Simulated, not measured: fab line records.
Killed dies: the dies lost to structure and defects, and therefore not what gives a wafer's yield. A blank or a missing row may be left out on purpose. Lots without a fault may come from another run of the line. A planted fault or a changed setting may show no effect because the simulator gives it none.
Chamber matching ; flow n5Finfet ; N5_STI_FIN_REVEAL_CMP_04 on cmp-02 has 4 sister chambers
The step polishes, stops on Si3N4, t overpolish 4 s, target thk 131.83 nm. 8 wafers are shown with their chamber, then 10 later ones without.

WAFERS PAIRED WITH THEIR CHAMBERS
wafer;chamber;motorCurrentA (A);timeToEndpointS (s)
L079.6;0;9.1;107
L082.2;3;9.9;104
L087.6;2;8.2;99
L090.2;1;8.2;103
L090.5;2;8.2;102
L090.6;3;10.5;108
L091.2;1;8.2;111
L091.5;0;8.8;110

WAFERS WHOSE CHAMBER IS MISSING
wafer;motorCurrentA (A);timeToEndpointS (s)
L091.6;8.9;106
L092.1;10.4;105
L092.4;8.3;107
L092.6;10.3;104
L095.1;10.7;113
L095.2;8.4;109
L095.4;8.7;112
L097.1;9.8;113
L097.2;9.3;112
L097.5;8.6;109

WHICH CHAMBER EACH WENT THROUGH
wafer;from the rows above;in truth
L091.6;0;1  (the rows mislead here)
L092.1;3;3
L092.4;can't be placed: 1 or 2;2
L092.6;3;3
L095.1;3;3
L095.2;can't be placed: 1 or 0 or 2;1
L095.4;can't be placed: 0 or 1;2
L097.1;can't be placed: 3 or 0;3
L097.2;0;0
L097.5;can't be placed: 0 or 1 or 2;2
Placed correctly: 4 of 10. Can't be placed from these rows: 5 (the true chamber is among the candidates in 4). Placed wrongly: 1.
How it was worked out, from the rows above alone: a wafer's distance from a chamber is the root of the sum, over the readings, of the square of ((its reading less the chamber's mean) divided by the reading's scatter). If the next closest chamber is less than 2 further off than the closest, the wafer can't be placed; otherwise it belongs to the closest. Each chamber's mean is taken over the wafers shown for it. The scatter: take each reading less its chamber's mean, square it, sum over the shown wafers, divide by the number of wafers less the number of chambers, and take the root.
